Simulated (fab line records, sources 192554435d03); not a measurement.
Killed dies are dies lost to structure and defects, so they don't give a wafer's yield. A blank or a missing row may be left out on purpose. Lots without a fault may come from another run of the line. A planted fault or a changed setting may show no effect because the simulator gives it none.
Split-lot experiment | flow n5_finfet | 7 lots, 21 wafers read, on a route of 1938 steps

THE SPLIT
At N5_DUMMY_GATE_COAT_35 (time 60 s, resist thk 10 nm), the setting spin_rpm was moved away from the recipe's 1500 rpm on 8 of the 21 wafers read, by -9.5% to +8.7%. The other wafers ran this setting at the recipe's value.

The reading is taken at the split's own step.

THE READING
SiARC_of_DUMMY_GATE_COAT_35.thk_nm (the simulator's own value, which no gauge read), in nm, at N5_DUMMY_GATE_COAT_35 (time 60 s, resist thk 10 nm). The file gives no usual value for it.

wafer  | tool, chamber at the split | spin_rpm as run, rpm | against the recipe | SiARC_of_DUMMY_GATE_COAT_35.thk_nm, nm | against lot-mates on the recipe
L079.1 | litho_track-01, 0          | 1500                 | recipe             | 10                                     | -
L079.2 | litho_track-01, 0          | 1500                 | recipe             | 10                                     | -
L079.3 | litho_track-01, 0          | 1500                 | recipe             | 10                                     | -
L080.3 | litho_track-05, 0          | 1384                 | -7.7%              | 10.4                                   | +0.4
L080.6 | litho_track-05, 0          | 1384                 | -7.7%              | 10.4                                   | +0.4
L080.4 | litho_track-05, 0          | 1500                 | recipe             | 10                                     | -
L081.1 | litho_track-04, 0          | 1444                 | -3.7%              | 10.2                                   | +0.2
L081.6 | litho_track-04, 0          | 1444                 | -3.7%              | 10.2                                   | +0.2
L081.4 | litho_track-04, 0          | 1500                 | recipe             | 10                                     | -
L082.2 | litho_track-04, 0          | 1500                 | recipe             | 10                                     | -
L082.3 | litho_track-04, 0          | 1358                 | -9.5%              | 10.6                                   | +0.6
L082.4 | litho_track-04, 0          | 1358                 | -9.5%              | 10.6                                   | +0.6
L088.3 | litho_track-01, 0          | 1631                 | +8.7%              | 9.6                                    | -0.4
L088.4 | litho_track-01, 0          | 1631                 | +8.7%              | 9.6                                    | -0.4
L088.6 | litho_track-01, 0          | 1500                 | recipe             | 10                                     | -
L096.1 | litho_track-04, 0          | 1500                 | recipe             | 10                                     | -
L096.5 | litho_track-04, 0          | 1500                 | recipe             | 10                                     | -
L096.6 | litho_track-04, 0          | 1500                 | recipe             | 10                                     | -
L097.4 | litho_track-05, 0          | 1500                 | recipe             | 10                                     | -
L097.5 | litho_track-05, 0          | 1500                 | recipe             | 10                                     | -
L097.6 | litho_track-05, 0          | 1500                 | recipe             | 10                                     | -

THE FIT
A straight line over all 21 wafers: SiARC_of_DUMMY_GATE_COAT_35.thk_nm changes by -0.0536 nm for each +1% of spin_rpm; r = -0.99; the points scatter about the line by 0.035 nm.
The same after taking each lot's own level away (the mean of its wafers on the recipe; 21 wafers): -0.0536 nm for each +1%; r = -0.99; scatter 0.035 nm.
On that fit, the largest move of spin_rpm shifts the reading by 0.51 nm.
The lots' own levels span 10.00 to 10.00 nm.
So the lot-to-lot level changes the slope little: the two slopes agree.
Check: with one of the wafers moved furthest among these (-9.5%) left out of the fit, the line predicts +0.502 nm for it against its lot-mates. It came out at +0.6 nm against them.

OTHER SPLITS ON THESE WAFERS
These wafers also went through other splits before the reading. Each is held against what the fit with the lots' levels taken away leaves over:
other split on the same wafers    | wafers away from the commonest value | r with SiARC_of_DUMMY_GATE_COAT_35.thk_nm (lot level and that fit taken away)
N5_WELL_APT_EXPOSE_05 dose_mj     | 4                                    | +0.02
N5_WELL_APT_COAT_19 spin_rpm      | 6                                    | -0.18
N5_FIN_SAQP_HM_DEP_03 time_s      | 6                                    | +0.11
N5_FIN_SAQP_EXPOSE_13 dose_mj     | 10                                   | +0.10
N5_FIN_SAQP_SPACER2_ALD_28 temp_c | 6                                    | +0.16
N5_FIN_SAQP_ETCH_64 bias_w        | 11                                   | -0.35

THE FILE'S OWN FIT
SiARC_of_DUMMY_GATE_COAT_35.thk_nm changes by -0.0543 nm for each +1% of spin_rpm, r = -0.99.
